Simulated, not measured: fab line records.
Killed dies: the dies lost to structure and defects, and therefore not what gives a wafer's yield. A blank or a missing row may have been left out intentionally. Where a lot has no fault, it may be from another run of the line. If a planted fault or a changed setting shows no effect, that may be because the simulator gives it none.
Struck lot and sound lot, side by side -- flow n5Finfet -- 36 out of 1938 route steps
Sound: these wafers, L888.1, L888.2, L888.4. Struck: wafer L898.6 (left out: L898.4, a lot-mate that was not struck); the cause follows at the end.
At each step with rows: each side's tool, then ch and its chambers, then its first start. Under that, the readings that differ: sound wafers -- struck wafers -- difference of the means -- sigmas: that difference in standard deviations of wafers without a fault.
alike: readings with means less than 2 such deviations apart, plus words and numbers identical on both sides. not compared: withheld readings, readings lacking a value on some wafer, bounds such as >300 that could conceal the same value, and numbers that have no deviation in the record and whose values overlap.
A row with sigmas, a row that says differs or no value, or rows on one side alone: a step with any of these is where the two part. When numbers do not overlap yet have no deviation, they are printed without sigmas and do not part them. A reading that every wafer of one side lacks parts them only if that side has two wafers or more.

first, 9 steps without rows for these wafers: N5_MOL_CONTACT_COAG_DEVELOP_39 (develop time 30 s); N5_MOL_CONTACT_COAG_DESCUM_45 (chemistry O2, time 7 s); N5_MOL_CONTACT_COAG_ETCH_65 (etches underlayer in N2/H2, target depth 13 nm, time 10.4 s); N5_MOL_CONTACT_COAG_ETCH_66 (etches SiARC in CF4, target depth 13 nm, time 21.7 s); N5_MOL_CONTACT_COAG_ALD_133 (deposits SiO2, target thk 5 nm, pulse time 1 s, co reactant pulse time 1 s); N5_MOL_CONTACT_COAG_ETCHBACK_134 (etches SiO2 in CHF3, target depth 10 nm, time 6.7 s); N5_MOL_CONTACT_COAG_ETCH_67 (etches SOC in N2/H2, target depth 60 nm, overetch 21 nm, time 101.2 s); N5_MOL_CONTACT_COAG_STRIP_68 (strips in N2/H2); N5_MOL_CONTACT_COAG_STRIP_69 (strips in N2/H2).
N5_MOL_CONTACT_COAG_ETCHBACK_136: etches SiO2 in CHF3, target depth 25 nm, time 16.7 s.
  sound on rieDiel-06 ch 0,1, day 5 20:39; struck on rieDiel-06 ch 3, day 8 02:21
reading,sound,struck,difference,sigmas
oes_ar_750_au (a.u.),0.69 0.78 0.69,0.92,+0.20,+2
model.SOC_of_MOL_CONTACT_COAG_COAT_62.thkNm (nm),57.4 57.2 57.2,58,+1,
  alike: drypumpMotorCurrentA, oesProductAu, rfVppV, showerheadPlenumPTorr, throttleValvePct
  not compared: rfHoursCounterH
then, 1 step without rows for these wafers: N5_MOL_CONTACT_COAG_STRIP_120 (strips in CHF3).
N5_MOL_CONTACT_COAG_VIA_ETCH_117: etches SiO2 in C4F6/O2, target depth 40 nm, overetch 8 nm, time 26 s.
  sound on rieDiel-06 ch 0,1, day 5 20:41; struck on rieDiel-06 ch 3, day 8 02:23
reading,sound,struck,difference,sigmas
oesProductAu (a.u.),0.62 0.71 0.62,0.91,+0.26,+3
model.MOL_CONTACT_COAG.featureDepthNm (nm),40.4 40.4 40.2,48.6,+8.3,
model.etch.depthNm (nm),40.36 40.49 40.27,48.54,+8.17,
  alike: C4F6_flow_sccm, drypumpMotorCurrentA, oes_ar_750_au, rfVppV, showerheadPlenumPTorr, throttleValvePct
  not compared: rfHoursCounterH
N5_MOL_CONTACT_COAG_ETCH_124: etches SiNx in CH3F/O2, stops on SiOC, target depth 6.5 nm.
  sound on rieDiel-06 ch 0,1, day 5 20:43; struck on rieDiel-06 ch 3, day 8 02:25
reading,sound,struck,difference,sigmas
oes_ar_750_au (a.u.),0.69 0.78 0.69,0.92,+0.20,+2
  alike: drypumpMotorCurrentA, oesProductAu, rfVppV, showerheadPlenumPTorr, throttleValvePct
  not compared: rfHoursCounterH
N5_MOL_CONTACT_COAG_ETCH_48: etches SiOC in C4F6/O2, target depth 15 nm, overetch 4.5 nm, time 17 s.
  sound on rieDiel-06 ch 0,1, day 5 20:46; struck on rieDiel-06 ch 3, day 8 02:28
reading,sound,struck,difference,sigmas
oes_ar_750_au (a.u.),0.69 0.78 0.69,0.91,+0.19,+2
oesProductAu (a.u.),0.57 0.67 0.55,0.39,-0.21,-2
model.SOC_of_MOL_CONTACT_COAG_COAT_62.thkNm (nm),46 45.8 45.8,46.6,+0.7,
  alike: C4F6_flow_sccm, drypumpMotorCurrentA, rfVppV, showerheadPlenumPTorr, throttleValvePct
  not compared: rfHoursCounterH
then, 20 steps without rows for these wafers: N5_MOL_CONTACT_COAG_STRIP_72 (strips in N2/H2); N5_MOL_CONTACT_COAG_STRIP_49 (strips in N2/H2, time 30 s); N5_MOL_CONTACT_COAG_PRECLEAN_138 (cleans in alkaline clean, time 60 s); N5_MOL_CONTACT_COAG_SRD_139 (time 30 s); N5_MOL_CONTACT_COAG_PRE_CLEAN_121; N5_MOL_CONTACT_COAG_CVD_140 (deposits W, target thk 66.5 nm, time 215 s); N5_MOL_CONTACT_COAG_PRECLEAN_127 (cleans in DIW, time 57.5 s); N5_MOL_CONTACT_COAG_SRD_128 (dry time 32 s); N5_MOL_CONTACT_COAG_CMP_52 (polishes, stops on SiO2, t overpolish 1.5 s, target thk 66.5 nm); N5_MOL_CONTACT_COAG_ANNEAL_112 (time 1800 s); N5_BEOL_M0_SAQP_PECVD_00 (deposits SiCN from 3MS/NH3, target thk 8 nm, time 14 s); N5_BEOL_M0_SAQP_ILD_DEP_01 (deposits SiOC from DEMS/O2, target thk 45.419 nm, time 8.7 s); N5_BEOL_M0_SAQP_HM_DEP_02 (deposits TiN, target thk 12 nm); N5_BEOL_M0_SAQP_PECVD_03 (deposits SiCN from 3MS/NH3, target thk 12 nm, time 21.1 s); N5_BEOL_M0_SAQP_PECVD_96 (deposits a-Si from SiH4/He, target thk 45 nm, time 45.2 s); N5_BEOL_M0_SAQP_PECVD_97 (deposits SiNx from SiH4/NH3/N2, target thk 23 nm, time 19.9 s); N5_BEOL_M0_SAQP_PECVD_04 (deposits a-Si from SiH4/He, target thk 60 nm, time 60.2 s); N5_BEOL_M0_SAQP_HM_DEP_111 (deposits SiO2 from SiH4/N2O, target thk 12 nm, time 7.2 s); N5_BEOL_M0_SAQP_COAT_81 (time 60 s, resist thk 100 nm); N5_BEOL_M0_SAQP_COAT_82 (time 60 s, resist thk 30 nm).
N5_BEOL_M4_RC_MEAS_101:
  the record has rows for the sound wafers here (prober-02 ch 0, day 8 20:29) and none for the struck ones
-- here the record skips 8 days between the struck wafers' starts before and after, leaving off in module BEOL_M4 and picking up in module PASSIVATION (first step shown: number 1936 of the route) --
N5_PASSIVATION_PROBE_49:
  sound on prober-01, day 13 17:14; struck on prober-01, day 15 20:38
reading,sound,struck,difference,sigmas
defectLimitedYield (%),89.2 91.1 90.9,27.4,-63.0,-42
killed_at_M0_to_M3,48 41 45,17,-28,-3
killedAtContacts,12 12 5,793,+783,+99 or more
killedDies,127 105 107,857,+744,+44
killedOnRim,20 14 19,89,+71,+17
killedOpen,95 77 78,51,-32,-2
sort_bin_5_function (%),6.6 5.1 4.9,70.1,+64.6,+71
sort_bin_6_memory (%),4.1 3.5 4.0,2.4,-1.5,-2
sortNPass,1053 1074 1073,323,-744,-44
sortYieldPct (%),89.2 91.0 90.9,27.4,-63.0,-42
  alike: killed_at_M4_up, killedAtFrontEnd, killedAtOther, killedShort, sort_bin_8_speed

## WHERE THEY PART
At N5_MOL_CONTACT_COAG_ETCHBACK_136 first; at N5_PASSIVATION_PROBE_49 last (within this record only).

WHY: the cause the simulator had injected
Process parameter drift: rieDiel-06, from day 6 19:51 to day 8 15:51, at N5_MOL_CONTACT_COAG_ETCHBACK_136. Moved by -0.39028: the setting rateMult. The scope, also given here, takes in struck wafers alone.
